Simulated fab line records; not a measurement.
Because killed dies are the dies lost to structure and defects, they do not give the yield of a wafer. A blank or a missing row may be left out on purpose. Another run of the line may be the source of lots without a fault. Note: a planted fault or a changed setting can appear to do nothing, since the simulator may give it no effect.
Split-lot experiment | flow n5 finfet | 39 wafers read from 7 lots, route of 1938 steps

== THE SPLIT ITSELF ==
At N5_PMOS_HMC_CHANNEL_EPI_EPI_20 (deposits SiGe30, target thk 59 nm), the setting temp c was moved away from the recipe's 600 C on 12 of the 39 wafers read, by +0.4% to +1.0%. This setting was run at the recipe's value on the other wafers.

The reading comes from the split's own step.

== THE READING ==
SiGe30_of_PMOS_HMC_CHANNEL_EPI_EPI_20.thk nm (the simulator's own value, which no gauge read), in nm, at N5_PMOS_HMC_CHANNEL_EPI_EPI_20 (deposits SiGe30, target thk 59 nm). There is no usual value for it anywhere in the file. The 27 wafers here that ran the recipe average 59.16 nm, standard deviation 0.54 nm.

wafer  | tool, chamber at the split | temp c as run, C | against the recipe | SiGe30_of_PMOS_HMC_CHANNEL_EPI_EPI_20.thk nm, nm | against lot-mates on the recipe
L077.1 | epi rpcvd-02, 0            | 600              | recipe             | 59.67                                            | -
L077.2 | epi rpcvd-02, 0            | 600              | recipe             | 58.74                                            | -
L077.3 | epi rpcvd-02, 0            | 600              | recipe             | 60.09                                            | -
L077.4 | epi rpcvd-02, 0            | 600              | recipe             | 59.89                                            | -
L077.5 | epi rpcvd-02, 0            | 600              | recipe             | 59.48                                            | -
L077.6 | epi rpcvd-02, 0            | 600              | recipe             | 59.62                                            | -
L079.1 | epi rpcvd-03, 0            | 600              | recipe             | 59.16                                            | -
L079.2 | epi rpcvd-03, 0            | 600              | recipe             | 59.85                                            | -
L079.3 | epi rpcvd-03, 0            | 600              | recipe             | 58.84                                            | -
L079.4 | epi rpcvd-03, 0            | 600              | recipe             | 59.26                                            | -
L079.5 | epi rpcvd-03, 0            | 600              | recipe             | 58.77                                            | -
L079.6 | epi rpcvd-03, 0            | 600              | recipe             | 59.14                                            | -
L080.1 | epi rpcvd-03, 0            | 600              | recipe             | 58.6                                             | -
L080.2 | epi rpcvd-03, 0            | 606              | +1.0%              | 65.8                                             | +7.15
L080.3 | epi rpcvd-03, 0            | 600              | recipe             | 58.27                                            | -
L080.4 | epi rpcvd-03, 0            | 606              | +1.0%              | 65.35                                            | +6.70
L080.5 | epi rpcvd-03, 0            | 606              | +1.0%              | 64.78                                            | +6.13
L080.6 | epi rpcvd-03, 0            | 600              | recipe             | 59.09                                            | -
L084.1 | epi rpcvd-02, 0            | 605.4            | +0.9%              | 64.57                                            | +6.11
L084.2 | epi rpcvd-02, 0            | 600              | recipe             | 58.51                                            | -
L084.3 | epi rpcvd-02, 0            | 605.4            | +0.9%              | 63.81                                            | +5.35
L084.4 | epi rpcvd-02, 0            | 600              | recipe             | 58.33                                            | -
L084.5 | epi rpcvd-02, 0            | 600              | recipe             | 58.55                                            | -
L084.6 | epi rpcvd-02, 0            | 605.4            | +0.9%              | 64.5                                             | +6.04
L087.1 | epi rpcvd-03, 0            | 602.1            | +0.4%              | 60.78                                            | +1.91
L087.2 | epi rpcvd-03, 0            | 602.1            | +0.4%              | 60.57                                            | +1.70
L087.3 | epi rpcvd-03, 0            | 600              | recipe             | 59.21                                            | -
L087.4 | epi rpcvd-03, 0            | 600              | recipe             | 59.05                                            | -
L087.5 | epi rpcvd-03, 0            | 600              | recipe             | 58.36                                            | -
L087.6 | epi rpcvd-03, 0            | 602.1            | +0.4%              | 61.11                                            | +2.24
L089.1 | epi rpcvd-02, 0            | 605.4            | +0.9%              | 65.28                                            | +6.09
L089.2 | epi rpcvd-02, 0            | 605.4            | +0.9%              | 65.78                                            | +6.59
L089.3 | epi rpcvd-02, 0            | 600              | recipe             | 58.98                                            | -
L089.4 | epi rpcvd-02, 0            | 600              | recipe             | 59.71                                            | -
L089.5 | epi rpcvd-02, 0            | 605.4            | +0.9%              | 64.63                                            | +5.44
L089.6 | epi rpcvd-02, 0            | 600              | recipe             | 58.88                                            | -
L097.1 | epi rpcvd-02, 0            | 600              | recipe             | 59.47                                            | -
L097.4 | epi rpcvd-02, 0            | 600              | recipe             | 59.79                                            | -
L097.5 | epi rpcvd-02, 0            | 600              | recipe             | 60.05                                            | -

FIT RESULTS
A straight line over all 39 wafers: SiGe30_of_PMOS_HMC_CHANNEL_EPI_EPI_20.thk nm changes by +6.17 nm for each +1% of temp c; r = +0.98; the points scatter about the line by 0.56 nm.
The same after taking each lot's own level away (the mean of its wafers on the recipe; 39 wafers): +6.6 nm for each +1%; r = +0.99; scatter 0.38 nm.
On that fit, the largest move of temp c shifts the reading by 6.6 nm.
Across the lots, their own levels run from 58.463 to 59.770 nm, a range of 2.4 times the standard deviation given above.
The two slopes agree, so the slope changes little with the lot-to-lot level.
Check: with one of the wafers moved furthest among these (+1.0%) left out of the fit, the line predicts +6.49 nm for it against its lot-mates. It came out at +7.15 nm against them.

== FILE'S OWN FIT ==
SiGe30_of_PMOS_HMC_CHANNEL_EPI_EPI_20.thk nm changes by +6.57 nm for each +1% of temp c, r = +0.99.
